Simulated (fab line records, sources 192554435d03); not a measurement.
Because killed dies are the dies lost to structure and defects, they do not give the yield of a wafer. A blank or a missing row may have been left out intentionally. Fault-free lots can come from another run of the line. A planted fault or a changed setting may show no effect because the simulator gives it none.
Which tool is to blame? | flow n5Finfet | 11 lots, 33 wafers sampled, at 5 steps of a route of 1938

## WHAT EACH GAUGE READ, for each wafer
The record lacks any reading of a measuring or inspecting step that a usual standard deviation could be used to judge.

## WHAT TOOL EACH LOT RAN ON (gives the tool, then ch and the chambers of the sampled wafers, and finally the start)
lot  | N5_BEOL_M15_ETCH_59               | N5_BEOL_M15_DEGAS_41        | N5_MIM_TOP_DEGAS_04         | N5_MIM_BOT_ETCH_ETCH_00          | N5_PASSIVATION_PROBE_49
L957 | rieDiel-04 ch 0,1,3, day 13 04:24 | pvdSputter-03, day 13 09:35 | pvdSputter-03, day 13 15:32 | rieMetal-01 ch 0,1, day 13 17:04 | -
L961 | rieDiel-06 ch 1,2,3, day 13 15:11 | pvdSputter-01, day 13 20:33 | pvdSputter-03, day 14 01:03 | rieMetal-01 ch 0,1, day 14 02:45 | -
L962 | rieDiel-06 ch 0,3, day 13 19:10   | pvdSputter-01, day 14 00:14 | pvdSputter-01, day 14 07:53 | rieMetal-01 ch 0,1, day 14 09:43 | -
L966 | rieDiel-06 ch 1,3, day 14 16:34   | pvdSputter-03, day 14 19:19 | pvdSputter-03, day 14 23:17 | rieMetal-02 ch 0,1, day 15 01:18 | -
L970 | rieDiel-03 ch 0,1,3, day 15 09:16 | pvdSputter-01, day 15 14:07 | pvdSputter-01, day 15 18:38 | rieMetal-03 ch 0,1, day 15 20:51 | -
L972 | rieDiel-03 ch 0,2,3, day 16 13:26 | pvdSputter-01, day 16 17:35 | pvdSputter-02, day 16 23:26 | rieMetal-01 ch 0,1, day 17 01:18 | -
L971 | rieDiel-04 ch 0,1,2, day 16 17:40 | pvdSputter-01, day 16 20:56 | pvdSputter-02, day 17 00:26 | rieMetal-02 ch 0,1, day 17 02:07 | -
L973 | rieDiel-03 ch 0,1,2, day 16 17:50 | pvdSputter-03, day 16 20:58 | pvdSputter-02, day 17 02:50 | rieMetal-03 ch 0,1, day 17 04:35 | prober-01, day 17 16:07
L974 | rieDiel-03 ch 0,2, day 16 22:58   | pvdSputter-01, day 17 06:53 | pvdSputter-01, day 17 14:37 | rieMetal-01 ch 1, day 17 16:26   | -
L976 | rieDiel-03 ch 1,2,3, day 17 17:28 | pvdSputter-02, day 17 20:48 | pvdSputter-03, day 18 02:20 | rieMetal-02 ch 1, day 18 05:14   | -
L975 | rieDiel-04 ch 0,1,2, day 17 17:56 | pvdSputter-01, day 17 20:53 | pvdSputter-03, day 18 02:40 | rieMetal-01 ch 0,1, day 18 05:22 | -
- N5_BEOL_M15_ETCH_59: etches BARC in N2/H2, target depth 89 nm, overetch 26.7 nm, time 67.9 s.
- N5_BEOL_M15_DEGAS_41: time 60 s.
- N5_MIM_TOP_DEGAS_04: time 60 s.
- N5_MIM_BOT_ETCH_ETCH_00: etches TiN in Cl2/BCl3, target depth 45.5 nm.
- N5_PASSIVATION_PROBE_49

## WHAT THE TOOLS THEMSELVES READ (means of the sampled wafers that have a number; where no wafer has one, the mark that the record gives instead)
N5_BEOL_M15_ETCH_59.
lot  | tool       | drypumpMotorCurrentA (A) | oesProductAu (a.u.) | rfVppV (V) | showerheadPlenumPTorr (Torr) | throttleValvePct (%)
L957 | rieDiel-04 | 5.9                      | 0.65                | 525.4      | 2.61                         | 17.88
L961 | rieDiel-06 | 5.6                      | 0.62                | 521.5      | 2.46                         | 18.06
L962 | rieDiel-06 | 5.8                      | 0.59                | 520.4      | 2.44                         | 18.27
L966 | rieDiel-06 | 5.8                      | 0.60                | 520.5      | 2.45                         | 18.21
L970 | rieDiel-03 | 6.1                      | 0.69                | 526.2      | 2.60                         | 17.84
L972 | rieDiel-03 | 6.1                      | 0.71                | 524.3      | 2.54                         | 17.69
L971 | rieDiel-04 | 6.3                      | 0.68                | 525.6      | 2.60                         | 17.78
L973 | rieDiel-03 | 5.9                      | 0.74                | 525.5      | 2.55                         | 17.78
L974 | rieDiel-03 | 5.9                      | 0.69                | 521.9      | 2.49                         | 17.80
L976 | rieDiel-03 | 5.9                      | 0.72                | 524.4      | 2.54                         | 17.64
L975 | rieDiel-04 | 6.3                      | 0.68                | 525.3      | 2.59                         | 17.80

N5_BEOL_M15_DEGAS_41.
lot  | tool          | heaterPowerW (W)
L957 | pvdSputter-03 | 420
L961 | pvdSputter-01 | 467
L962 | pvdSputter-01 | 471
L966 | pvdSputter-03 | 413
L970 | pvdSputter-01 | 469
L972 | pvdSputter-01 | 464
L971 | pvdSputter-01 | 517
L973 | pvdSputter-03 | 447
L974 | pvdSputter-01 | 470
L976 | pvdSputter-02 | 428
L975 | pvdSputter-01 | 465

N5_MIM_TOP_DEGAS_04.
lot  | tool          | heaterPowerW (W)
L957 | pvdSputter-03 | 461
L961 | pvdSputter-03 | 442
L962 | pvdSputter-01 | 477
L966 | pvdSputter-03 | 445
L970 | pvdSputter-01 | 478
L972 | pvdSputter-02 | 454
L971 | pvdSputter-02 | 431
L973 | pvdSputter-02 | 429
L974 | pvdSputter-01 | 480
L976 | pvdSputter-03 | 417
L975 | pvdSputter-03 | 421

N5_MIM_BOT_ETCH_ETCH_00.
lot  | tool        | drypumpMotorCurrentA (A) | mfcCl2Sccm (sccm) | oesProductAu (a.u.) | throttleValvePct (%)
L957 | rieMetal-01 | 5.9                      | 52.98             | 0.70                | 21.69
L961 | rieMetal-01 | 5.8                      | 53.16             | 0.85                | 21.40
L962 | rieMetal-01 | 5.9                      | 53.42             | 0.96                | 21.13
L966 | rieMetal-02 | 5.3                      | 53.23             | 0.85                | 21.88
L970 | rieMetal-03 | 5.3                      | 53.31             | 0.77                | 22.05
L972 | rieMetal-01 | 5.8                      | 53.10             | 0.92                | 21.65
L971 | rieMetal-02 | 5.4                      | 53.16             | 0.81                | 21.96
L973 | rieMetal-03 | 5.6                      | 53.35             | 0.72                | 22.04
L974 | rieMetal-01 | 5.8                      | 53.36             | 1.00                | 21.73
L976 | rieMetal-02 | 5.5                      | 53.31             | 0.79                | 22.01
L975 | rieMetal-01 | 5.9                      | 53.14             | 0.89                | 21.66

N5_PASSIVATION_PROBE_49.
lot  | tool      | defectLimitedYield (%) | killed_at_M0_to_M3 | killed_at_M4_up | killedAtContacts | killedAtFrontEnd | killedAtOther | killedDies | killedOpen | killedShort | sort_bin_4_leakage (%) | sort_bin_5_function (%) | sort_bin_6_memory (%) | sort_bin_8_speed (%) | sortNPass | sortYieldPct (%)
L973 | prober-01 | 90.6                   | 39                 | 12              | 11               | 47               | 2             | 111        | 72         | 37          | 0.00                   | 5.6                     | 3.6                   | 0.00                 | 1069      | 90.6

## THE ANSWER, worked out from the rows above alone
Rule: the usual values come from the lots themselves. The widest of any qualifying gaps counts: lots, ordered by their means at a reading, are off when they make up no more than a third of the lots, leave a main group of 4 or more, and stand apart from it by 3 or more times the standard deviation of that group's means. A main group whose means are all the same, to the digits that the tables above print for the reading, isn't used. A lot without any number at a reading at which 4 lots or more have one is off too. The other lots that the step has rows for count as sound. The gauges are gone through in route order, then the tools' own readings, and for those a lot's mean is taken as printed above. At the first step where some lot is off, the reading lying furthest off is the one used; lots without a number count as furthest.
Nothing can be told from this: no lot is off at any reading shown.

## WHAT THE SIMULATOR PUT IN
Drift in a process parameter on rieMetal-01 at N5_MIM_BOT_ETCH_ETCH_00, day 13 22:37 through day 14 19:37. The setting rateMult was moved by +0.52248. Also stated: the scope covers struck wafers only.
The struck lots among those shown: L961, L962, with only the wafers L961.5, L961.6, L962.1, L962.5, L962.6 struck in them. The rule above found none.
